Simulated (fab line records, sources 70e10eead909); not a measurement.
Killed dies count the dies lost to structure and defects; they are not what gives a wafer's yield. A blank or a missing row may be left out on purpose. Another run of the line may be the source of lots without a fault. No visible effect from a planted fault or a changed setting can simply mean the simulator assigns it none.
A struck lot beside a sound one || flow nandHarc || 26 out of 1302 route steps
Sound: the wafers L278.1, L278.2, L278.6. Wafers struck: L280.3, L280.4, L280.5. The cause is given at the end.
At each step with rows: each side's tool, then ch and its chambers, then its first start. Under that, the readings that differ: sound wafers || struck wafers || difference of the means || sigmas: that difference in standard deviations of wafers without a fault.
alike: a reading whose means differ by less than 2 such deviations, as well as words and numbers matching on both sides. not compared: withheld readings; readings where some wafer has no value; bounds like >300 that might hide an equal value; numbers whose values overlap and for which the record gives no deviation.
Wherever a step has rows on one side only, a row that says differs or no value, or a row with sigmas, the two part there. Non-overlapping numbers with no deviation appear without sigmas and do not part them. Lack of a reading on every wafer of one side parts them only where that side has two or more wafers.

NHARC_A_CHANNEL_HOLE_D2_OVL_MEAS_11:
  sound on overlay-01, day 15 12:51; struck on overlay-01, day 16 18:57
  alike: overlayXNm, overlayYNm
NHARC_A_CHANNEL_HOLE_D2_INSPECT_12:
  sound on defectInspect-01, day 15 12:53; struck on defectInspect-02, day 16 18:59
{"reading": "rawDefectCount", "sound": "61 62 54", "struck": "13 8 7", "difference": -50, "sigmas": -2}
then, 5 steps without rows for these wafers: NHARC_A_CHANNEL_HOLE_D2_DESCUM_15 (chemistry O2, time 3 s); NHARC_A_CHANNEL_HOLE_D2_ETCH_38 (etches the open film in CF4, target depth 39 nm, time 65 s); NHARC_A_CHANNEL_HOLE_D2_ETCH_39 (etches the open film in N2/H2, target depth 260 nm, time 325 s); NHARC_A_CHANNEL_HOLE_D2_ETCH_34 (etches the open film in CF4/CHF3, target depth 154 nm, time 77 s); NHARC_A_CHANNEL_HOLE_D2_ETCH_16 (etches the open film in O2/COS, target depth 3100 nm, time 806 s).
NHARC_A_CHANNEL_HOLE_D2_CD_MEAS_18:
  sound on cdSem-01, day 15 14:04; struck on cdSem-02, day 16 20:09
  alike: cdNm
then, 2 steps without rows for these wafers: NHARC_A_CHANNEL_HOLE_D2_ETCH_19 (etches the open film in C4F8/O2/Ar, time 34.5 s); NHARC_A_CHANNEL_HOLE_D2_ETCH_20 (etches the open film in C4F8/O2/Ar, time 361.9 s, target depth 1600 nm).
NHARC_A_CHANNEL_HOLE_D2_ETCH_21: etches the open film in C4F8/O2/Ar, time 514.3 s, target depth 1600 nm.
  sound on harEtch-02 ch 0,1, day 15 14:34; struck on harEtch-01 ch 0,1, day 16 20:48
{"reading": "c4f8FlowSccm (sccm)", "sound": "88.69 89.13 88.46", "struck": "89.63 89.02 89.77", "difference": "+0.71", "sigmas": "+3"}
  alike: chamberPressureMTorr, drypumpMotorCurrentA, showerheadPlenumPTorr, throttleValvePct
  not compared: rfHoursCounterH
NHARC_A_CHANNEL_HOLE_D2_ETCH_22: etches the open film in C4F8/O2/Ar, time 666.7 s, target depth 1600 nm.
  sound on harEtch-02 ch 0,1, day 15 15:00; struck on harEtch-01 ch 0,1, day 16 21:17
  alike: c4f8FlowSccm, chamberPressureMTorr, drypumpMotorCurrentA, showerheadPlenumPTorr, throttleValvePct
  not compared: rfHoursCounterH
NHARC_A_CHANNEL_HOLE_D2_ETCH_23: etches the open film in C4F8/O2/Ar, time 819 s, target depth 1600 nm.
  sound on harEtch-02 ch 0,1, day 15 15:34; struck on harEtch-01 ch 0,1, day 16 21:53
  no value came back on the struck wafers for any of 5 readings (c4f8FlowSccm (sccm), chamberPressureMTorr (mTorr) and others); on the sound wafers c4f8FlowSccm (sccm) reads 89.29 89.30 88.89
  not compared: rfHoursCounterH
NHARC_A_CHANNEL_HOLE_D2_ETCH_24: etches the open film in C4F8/O2/Ar, time 906.2 s, target depth 1500 nm.
  sound on harEtch-02 ch 0,1, day 15 16:16; struck on harEtch-01 ch 0,1, day 16 22:36
  alike: c4f8FlowSccm, chamberPressureMTorr, drypumpMotorCurrentA, showerheadPlenumPTorr, throttleValvePct
  not compared: rfHoursCounterH
then, 1 step without rows for these wafers: NHARC_A_CHANNEL_HOLE_D2_ETCH_25 (etches the open film in C4F8/O2/Ar, time 1040.2 s, target depth 1500 nm).
NHARC_A_CHANNEL_HOLE_D2_ETCH_26: etches the open film in C4F8/O2/Ar, time 224.1 s, target depth 300 nm.
  sound on harEtch-02 ch 0,1, day 15 17:54; struck on harEtch-01 ch 0,1, day 17 00:04
  alike: biasV, c4f8FlowSccm, drypumpMotorCurrentA, showerheadPlenumPTorr, throttleValvePct
  not compared: rfHoursCounterH
then, 4 steps without rows for these wafers: NHARC_A_CHANNEL_HOLE_D2_ETCH_27 (etches the open film in C4F8/O2/Ar, time 90 s, target depth 400 nm); NHARC_A_CHANNEL_HOLE_D2_STRIP_41 (strips in N2/H2); NHARC_A_CHANNEL_HOLE_D2_STRIP_42 (strips in CF4/CHF3); NHARC_A_CHANNEL_HOLE_D2_STRIP_43 (strips in O2/COS).
NHARC_A_CHANNEL_HOLE_D2_ETCH_44: etches the open film in CF4/O2, target depth 140 nm, overetch 14 nm, time 77 s.
  sound on rieDiel-08 ch 1,2,3, day 15 18:51; struck on rieDiel-04 ch 0,1,2, day 17 01:00
{"reading": "model.A_CHANNEL_HOLE_D2.cdNm (nm)", "sound": "91.14 89.69 90.11", "struck": "102.4 100.6 94.74", "difference": "+8.9", "sigmas": ""}
  alike: biasW, cf4FlowSccm, drypumpMotorCurrentA, oesProductAu, rfVppV, showerheadPlenumPTorr, throttleValvePct
  not compared: rfHoursCounterH
NHARC_A_CHANNEL_HOLE_D2_STRIP_28: strips in O2.
  sound: rieDiel-08 ch 1,3; struck: rieDiel-04 ch 0,1,2
  alike: drypumpMotorCurrentA, oesProductAu, rfVppV, showerheadPlenumPTorr, throttleValvePct
  not compared: rfHoursCounterH
then, 2 steps without rows for these wafers: NHARC_A_CHANNEL_HOLE_D2_PRECLEAN_29 (cleans in SC1); NHARC_A_CHANNEL_HOLE_D2_SRD_30.
NHARC_A_CHANNEL_HOLE_D2_CD_MEAS_31:
  sound on cdSem-02, day 15 19:39; struck on cdSem-01, day 17 01:59
{"reading": "cdNm (nm)", "sound": "90.8 89.4 89.8", "struck": "-0.5 -0.2 0.8", "difference": -90.0, "sigmas": -60}
  not compared: hold
NHARC_END_SORT_01:
  the record has rows for the sound wafers here (prober-02 ch 0, day 26 10:32) and none for the struck ones

## WHERE THEY PART
At NHARC_A_CHANNEL_HOLE_D2_INSPECT_12 first; at NHARC_END_SORT_01 last (within this record only).

WHY: what had been put in by the simulator
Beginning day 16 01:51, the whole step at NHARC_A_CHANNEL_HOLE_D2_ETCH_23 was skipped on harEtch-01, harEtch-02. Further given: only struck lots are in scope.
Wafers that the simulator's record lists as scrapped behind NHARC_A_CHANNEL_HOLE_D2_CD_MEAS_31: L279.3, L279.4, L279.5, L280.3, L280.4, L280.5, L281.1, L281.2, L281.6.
